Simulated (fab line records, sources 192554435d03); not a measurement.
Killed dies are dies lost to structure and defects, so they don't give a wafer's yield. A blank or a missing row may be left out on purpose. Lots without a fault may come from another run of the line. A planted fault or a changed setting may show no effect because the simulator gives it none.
Split-lot experiment | flow n5_finfet | 7 lots, 21 wafers read, on a route of 1938 steps

THE SPLIT
At N5_BEOL_M9_COAT_64 (time 60 s, resist thk 12 nm), the setting spin_rpm was moved away from the recipe's 1500 rpm on 6 of the 21 wafers read, by -11.0% to +6.5%. The other wafers ran this setting at the recipe's value.

FROM THE SPLIT TO THE READING: what the file shows between them, 8 steps
- N5_BEOL_M9_COAT_22: resist thk 30 nm (also split here: spin_rpm)
- N5_BEOL_M9_EBR_24
- N5_BEOL_M9_SOFTBAKE_23: time 60 s
- N5_BEOL_M9_EXPOSE_25: exposes mask V8
- N5_BEOL_M9_PEB_26: peb time 60 s
- N5_BEOL_M9_DEVELOP_27: develop time 30 s
- N5_BEOL_M9_DESCUM_33: chemistry O2, time 7 s
- N5_BEOL_M9_ETCH_76: etches underlayer in N2/H2, target depth 6.5 nm, time 5.2 s

THE READING
etch.depth_nm (the simulator's own value, which no gauge read), in nm, at N5_BEOL_M9_ETCH_65 (etches SiARC in CF4, target depth 15.6 nm, time 26 s). The file gives no usual value for it. The 15 wafers here that ran the recipe average 11.99 nm, standard deviation 0.029 nm.

wafer  | tool, chamber at the split | spin_rpm as run, rpm | against the recipe | etch.depth_nm, nm | against lot-mates on the recipe
L074.2 | litho_track-04, 0          | 1500                 | recipe             | 12.03             | -
L074.3 | litho_track-04, 0          | 1500                 | recipe             | 12.01             | -
L074.5 | litho_track-04, 0          | 1500                 | recipe             | 12                | -
L080.2 | litho_track-02, 0          | 1500                 | recipe             | 12.04             | -
L080.5 | litho_track-02, 0          | 1500                 | recipe             | 12                | -
L080.6 | litho_track-02, 0          | 1598                 | +6.5%              | 11.63             | -0.39
L084.1 | litho_track-02, 0          | 1500                 | recipe             | 11.99             | -
L084.2 | litho_track-02, 0          | 1500                 | recipe             | 12                | -
L084.3 | litho_track-02, 0          | 1500                 | recipe             | 12                | -
L082.1 | litho_track-04, 0          | 1500                 | recipe             | 11.99             | -
L082.2 | litho_track-04, 0          | 1500                 | recipe             | 11.97             | -
L082.5 | litho_track-04, 0          | 1500                 | recipe             | 11.98             | -
L087.1 | litho_track-04, 0          | 1578                 | +5.2%              | 11.66             | -0.27
L087.3 | litho_track-04, 0          | 1500                 | recipe             | 11.93             | -
L087.6 | litho_track-04, 0          | 1578                 | +5.2%              | 11.66             | -0.27
L089.1 | litho_track-02, 0          | 1562                 | +4.1%              | 11.76             | -0.21
L089.4 | litho_track-02, 0          | 1500                 | recipe             | 11.97             | -
L089.6 | litho_track-02, 0          | 1562                 | +4.1%              | 11.75             | -0.22
L092.1 | litho_track-02, 0          | 1500                 | recipe             | 11.94             | -
L092.2 | litho_track-02, 0          | 1335                 | -11.0%             | 12.65             | +0.70
L092.4 | litho_track-02, 0          | 1500                 | recipe             | 11.96             | -

THE FIT
A straight line over all 21 wafers: etch.depth_nm changes by -0.0594 nm for each +1% of spin_rpm; r = -0.99; the points scatter about the line by 0.028 nm.
The same after taking each lot's own level away (the mean of its wafers on the recipe; 21 wafers): -0.0594 nm for each +1%; r = -1.00; scatter 0.02 nm.
On that fit, the largest move of spin_rpm shifts the reading by 0.65 nm.
The lots' own levels span 11.930 to 12.020 nm, that is 3.1 times the standard deviation above.
So the lot-to-lot level changes the slope little: the two slopes agree.
Check: with one of the wafers moved furthest among these (-11.0%) left out of the fit, the line predicts +0.602 nm for it against its lot-mates. It came out at +0.7 nm against them.

OTHER SPLITS ON THESE WAFERS
These wafers also went through other splits before the reading. Each is held against what the fit with the lots' levels taken away leaves over:
other split on the same wafers | wafers away from the commonest value | r with etch.depth_nm (lot level and that fit taken away)
N5_BEOL_M8_ALD_77 purge_time_s | 9                                    | -0.16
N5_BEOL_M9_COAT_22 spin_rpm    | 7                                    | +0.04

THE WHOLE CHAIN: every reading that the file lists as answering this split, in the file's order
step               | what it does                                         | reading                                                                          | change (the file's fit)                | r (the file's)
N5_BEOL_M9_COAT_64 | time 60 s, resist thk 12 nm                          | SiARC_of_BEOL_M9_COAT_64.thk_nm (the simulator's own value, which no gauge read) | -0.0583 nm for each +1% of the setting | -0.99
N5_BEOL_M9_ETCH_65 | etches SiARC in CF4, target depth 15.6 nm, time 26 s | etch.depth_nm (the simulator's own value, which no gauge read)                   | -0.06 nm for each +1% of the setting   | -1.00

THE FILE'S OWN FIT
etch.depth_nm changes by -0.06 nm for each +1% of spin_rpm, r = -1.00.
